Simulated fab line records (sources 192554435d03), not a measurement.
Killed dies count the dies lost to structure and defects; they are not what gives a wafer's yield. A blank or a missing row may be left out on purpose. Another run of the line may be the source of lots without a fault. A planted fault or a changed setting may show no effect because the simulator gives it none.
Code-filled problem report in 8D (eight disciplines) form || flow n5Finfet || the parts of the form that need people (team, actions taken, sign-off) are left out

## 1. WHAT IS WRONG
Mean of spinSpeedRpm at N5_BEOL_M2_COAT_68: 1615.7 rpm across 6 wafers in 2 lots; on wafers with no fault it is 1499.9 rpm (standard deviation 0.89). So: +99 or more standard deviations from the usual mean.
The step: time 60 s, resist thk 12 nm.
The first sign was on wafer L828.1 at day 9 08:46, on lithoTrack-01. Wafers with a number at this step in the record: 30, from 10 lots. Rule for "out", or "out of limits": more than 4 standard deviations from the usual mean. Any other wafer with a number is counted as sound.

## 2. WHAT THIS IS AND IS NOT
{"question": "which readings at this step", "is": "spinSpeedRpm", "is not": "-"}
{"question": "which lots", "is": "L828, L832", "is not": "L819, L820, L825, L827, L836, L837, L839, L841"}
{"question": "which wafers of those lots", "is": "all that have a number", "is not": "-"}
{"question": "read on which tools", "is": "lithoTrack-01", "is not": "lithoTrack-02, lithoTrack-04"}
{"question": "when", "is": "from day 9 08:46", "is not": "up to then (12 sound wafers); but 12 sound wafers of L836, L837, L839, L841 came after"}

## 3. THE SUSPECTS, EACH WITH WHAT RULES IT OUT
Counting: a tool at a process step up to the reading stays a suspect if it ran every lot that is out and no sound lot after the first of them.
- lithoTrack-01 at N5_BEOL_M2_COAT_68 (time 60 s, resist thk 12 nm): kept. Every lot that is out went through it, starting with L828 (day 9 08:46), and after that it ran no sound lot; the last sound lot it ran before then is L827 (day 8 15:25). Its own readings are out on those wafers: spinSpeedRpm.
After counting, what remains is lithoTrack-01 at N5_BEOL_M2_COAT_68.

## 4. THE CAUSE (what the simulator had put in)
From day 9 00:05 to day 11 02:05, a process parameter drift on lithoTrack-01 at N5_BEOL_M2_COAT_68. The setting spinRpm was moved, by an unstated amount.
Counting left only this tool.

## 5. SEQUENCE OF EFFECTS, ordered by route
Each row: a reading where the mean over the struck wafers with a number is more than 3 standard deviations away from the usual. Scope: only readings with a usual standard deviation given in the record; hours: median across lots of the time from each lot's start at the first step in this table that gives one to its start at this step; sigmas: change in usual standard deviations.
{"hours": 0, "step": "N5_BEOL_M2_COAT_68", "reading": "spinSpeedRpm", "usual": "1499.9 rpm", "on struck wafers": 1615.7, "change": "+115.8", "sigmas": "+99 or more"}
Here are the process steps it includes:
- N5_BEOL_M2_COAT_68: time 60 s, resist thk 12 nm.
Later steps that measure or inspect, where all struck wafers having a row at the step show a number for every such reading and not one has moved that far: N5_BEOL_M4_RC_MEAS_101.

## 6. WHAT WOULD HAVE CAUGHT IT SOONER
9 hours passed between the start of the fault at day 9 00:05 and the first reading out of limits in this record, taken at day 9 08:46.
